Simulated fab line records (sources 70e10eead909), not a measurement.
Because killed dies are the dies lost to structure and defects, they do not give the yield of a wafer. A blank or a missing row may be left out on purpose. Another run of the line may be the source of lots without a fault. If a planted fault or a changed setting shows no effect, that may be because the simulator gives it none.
Which of the tools did it? | flow nand_harc | Sampling: 13 lots, 39 wafers, 6 of 1302 route steps

== WHAT THE GAUGES SHOWED, per wafer ==
NHARC_P_GATE_CD_MEAS_91 targets a cd of 2000 nm.
lot  | measured     | on        | cd_nm (nm)
L208 | day 6 07:31  | cd_sem-03 | 2000.7 2002.1 2001.8
L212 | day 7 15:01  | cd_sem-02 | 1996.8 1999.4 1999.8
L213 | day 8 03:07  | cd_sem-01 | 2000.2 1998.1 1999.2
L214 | day 8 13:43  | cd_sem-02 | 2081.2 2080.5 2082.0 2080.9 2080.7 2082.2
L215 | day 9 03:05  | cd_sem-02 | 1999.0 2000.2 1999.6
L220 | day 11 00:20 | cd_sem-02 | 1999.6 1999.8 2001.5
L223 | day 12 07:44 | cd_sem-01 | 1998.3 1999.0 1997.1
L224 | day 12 19:07 | cd_sem-03 | 1999.6 1999.0 1999.2
L225 | day 13 08:08 | cd_sem-02 | 2000.0 1996.5 1998.0
L227 | day 13 19:53 | cd_sem-01 | 1999.1 1997.9 1997.8
L228 | day 14 13:44 | cd_sem-01 | 2001.7 1999.2 1999.8
L229 | day 14 18:39 | cd_sem-01 | 2000.6 1999.7 2000.1
L230 | day 15 03:56 | cd_sem-03 | 1999.0 2000.6 2000.1

NHARC_END_SORT_01.
lot  | measured     | on        | defect_limited_yield (%) | killed_at_array | killed_at_other | killed_at_periphery | killed_dies | killed_open | killed_short
L215 | day 28 08:25 | prober-01 | 88.6 87.3 87.3           | 69 85 83        | 6 0 1           | 2 1 2               | 77 86 86    | 6 5 3       | 2 1 3
L220 | day 29 22:07 | prober-01 | 91.6 93.6 93.2           | 55 36 39        | 0 0 0           | 2 7 7               | 57 43 46    | 4 2 1       | 2 5 2
L225 | day 32 23:20 | prober-02 | 91.4 93.4 94.5           | 51 43 35        | 3 1 0           | 4 1 2               | 58 45 37    | 2 3 3       | 2 3 1
L227 | day 32 19:14 | prober-01 | 89.7 88.6 86.4           | 65 71 88        | 0 0 0           | 5 6 4               | 70 77 92    | 3 3 3       | 0 0 2

== EACH LOT AND THE TOOL THAT RAN IT (in order: tool; ch and the chambers of the sampled wafers; start) ==
lot  | NHARC_P_GATE_EXPOSE_88            | NHARC_P_GATE_RTA_80              | NHARC_P_GATE_RTA_82              | NHARC_P_CONTACT_DEP_30
L208 | krf_scanner-03 ch 0, day 6 07:22  | rtp_anneal-02 ch 0, day 6 10:01  | rtp_anneal-01 ch 0, day 6 10:28  | pecvd-02 ch 0,2, day 6 10:49
L212 | krf_scanner-01 ch 0, day 7 14:52  | rtp_anneal-02 ch 0, day 7 17:26  | rtp_anneal-01 ch 0, day 7 17:54  | pecvd-01 ch 0,2, day 7 18:10
L213 | krf_scanner-03 ch 0, day 8 02:58  | rtp_anneal-02 ch 0, day 8 05:38  | rtp_anneal-02 ch 0, day 8 06:14  | pecvd-01 ch 0,1,2, day 8 06:32
L214 | krf_scanner-01 ch 0, day 8 13:34  | -                                | -                                | -
L215 | krf_scanner-01 ch 0, day 9 02:56  | rtp_anneal-01 ch 0, day 9 05:30  | rtp_anneal-01 ch 0, day 9 05:58  | pecvd-04 ch 1,2, day 9 06:18
L220 | krf_scanner-01 ch 0, day 11 00:11 | rtp_anneal-02 ch 0, day 11 02:48 | rtp_anneal-01 ch 0, day 11 03:16 | pecvd-02 ch 1,2, day 11 03:35
L223 | krf_scanner-01 ch 0, day 12 07:35 | rtp_anneal-02 ch 0, day 12 10:15 | rtp_anneal-02 ch 0, day 12 10:43 | pecvd-02 ch 1,2, day 12 11:11
L224 | krf_scanner-01 ch 0, day 12 18:57 | rtp_anneal-01 ch 0, day 12 21:32 | rtp_anneal-02 ch 0, day 12 22:00 | pecvd-04 ch 1,2, day 12 22:14
L225 | krf_scanner-01 ch 0, day 13 07:59 | rtp_anneal-02 ch 0, day 13 10:38 | rtp_anneal-02 ch 0, day 13 11:07 | pecvd-02 ch 0,1,2, day 13 11:25
L227 | krf_scanner-01 ch 0, day 13 19:43 | rtp_anneal-01 ch 0, day 13 22:17 | rtp_anneal-01 ch 0, day 13 22:48 | pecvd-04 ch 1,2, day 13 23:04
L228 | krf_scanner-03 ch 0, day 14 13:34 | rtp_anneal-02 ch 0, day 14 16:17 | rtp_anneal-01 ch 0, day 14 16:44 | pecvd-04 ch 0,1,2, day 14 17:02
L229 | krf_scanner-04 ch 0, day 14 18:30 | rtp_anneal-01 ch 0, day 14 21:05 | rtp_anneal-02 ch 0, day 14 21:33 | pecvd-02 ch 0,1,2, day 14 21:52
L230 | krf_scanner-01 ch 0, day 15 03:47 | rtp_anneal-01 ch 0, day 15 06:20 | rtp_anneal-02 ch 0, day 15 06:48 | pecvd-04 ch 1,2, day 15 07:16
- NHARC_P_GATE_EXPOSE_88: exposes mask P HVN, target cd 2000 nm.
- NHARC_P_GATE_RTA_80: time 30 s.
- NHARC_P_GATE_RTA_82: time 30 s.
- NHARC_P_CONTACT_DEP_30: deposits SiNx, target thk 30 nm.

== AS READ BY THE TOOLS THEMSELVES (means over the sampled wafers that have a number; for cases with no such wafer, the mark the record gives instead) ==
NHARC_P_GATE_RTA_80.
lot  | tool          | lamp_zone_7_pct (%) | wafer_temp_C_max
L208 | rtp_anneal-02 | 2.06                | 302.8
L212 | rtp_anneal-02 | 2.06                | 302.9
L213 | rtp_anneal-02 | 2.06                | 303.0
L215 | rtp_anneal-01 | 1.91                | 302.0
L220 | rtp_anneal-02 | 2.06                | 302.5
L223 | rtp_anneal-02 | 2.06                | 303.0
L224 | rtp_anneal-01 | 1.92                | 303.1
L225 | rtp_anneal-02 | 2.06                | 302.7
L227 | rtp_anneal-01 | 1.91                | 302.5
L228 | rtp_anneal-02 | 2.06                | 302.7
L229 | rtp_anneal-01 | 1.91                | 302.9
L230 | rtp_anneal-01 | 1.91                | 303.0

NHARC_P_GATE_RTA_82.
lot  | tool          | lamp_power_pct (%) | lamp_zone_7_pct (%) | wafer_temp_C_max
L208 | rtp_anneal-01 | 3.58               | 3.78                | 453.8
L212 | rtp_anneal-01 | 3.58               | 3.78                | 454.2
L213 | rtp_anneal-02 | 3.86               | 4.07                | 453.7
L215 | rtp_anneal-01 | 3.59               | 3.77                | 453.1
L220 | rtp_anneal-01 | 3.58               | 3.77                | 454.0
L223 | rtp_anneal-02 | 3.86               | 4.06                | 453.9
L224 | rtp_anneal-02 | 3.86               | 4.07                | 453.8
L225 | rtp_anneal-02 | 3.86               | 4.07                | 453.3
L227 | rtp_anneal-01 | 3.59               | 3.77                | 454.3
L228 | rtp_anneal-01 | 3.59               | 3.77                | 454.1
L229 | rtp_anneal-02 | 3.86               | 4.06                | 454.1
L230 | rtp_anneal-02 | 3.85               | 4.06                | 453.5

NHARC_P_CONTACT_DEP_30.
lot  | tool     | heater_power_w (W) | rf_fwd_power_W (W)
L208 | pecvd-02 | 733                | 448.0
L212 | pecvd-01 | 657                | 448.2
L213 | pecvd-01 | 657                | 449.3
L215 | pecvd-04 | 674                | 448.0
L220 | pecvd-02 | 686                | 450.0
L223 | pecvd-02 | 757                | 447.4
L224 | pecvd-04 | 663                | 448.3
L225 | pecvd-02 | 700                | 448.3
L227 | pecvd-04 | 606                | 447.3
L228 | pecvd-04 | 632                | 449.6
L229 | pecvd-02 | 696                | 448.6
L230 | pecvd-04 | 627                | 449.0

== THE ANSWER, worked out from the rows above alone ==
Rule: what is usual is taken from the lots themselves. The widest of any qualifying gaps counts: lots, ordered by their means at a reading, are off when they make up no more than a third of the lots, leave a main group of 4 or more, and stand apart from it by 3 or more times the standard deviation of that group's means. Not used: any main group whose means are identical at the precision the tables above print for the reading. A lot without any number at a reading at which 4 lots or more have one is off too. The other lots that the step has rows for count as sound. The gauges are gone through in route order, then the tools' own readings, and for those a lot's mean is taken as printed above. At the first step where some lot is off, the reading lying furthest off is the one used; lots without a number count as furthest.
Off: L214 (NHARC_P_GATE_CD_MEAS_91, cd_nm). For the main group the mean is 1999.4 nm and the standard deviation 0.99.
A tool fits if, at a process step before that reading, it ran every lot that is off, and no sound lot after the first of them. The gauges at NHARC_P_GATE_CD_MEAS_91 are tried like those tools. None of those tried fits.

== WHAT HAD BEEN PUT IN BY THE SIMULATOR ==
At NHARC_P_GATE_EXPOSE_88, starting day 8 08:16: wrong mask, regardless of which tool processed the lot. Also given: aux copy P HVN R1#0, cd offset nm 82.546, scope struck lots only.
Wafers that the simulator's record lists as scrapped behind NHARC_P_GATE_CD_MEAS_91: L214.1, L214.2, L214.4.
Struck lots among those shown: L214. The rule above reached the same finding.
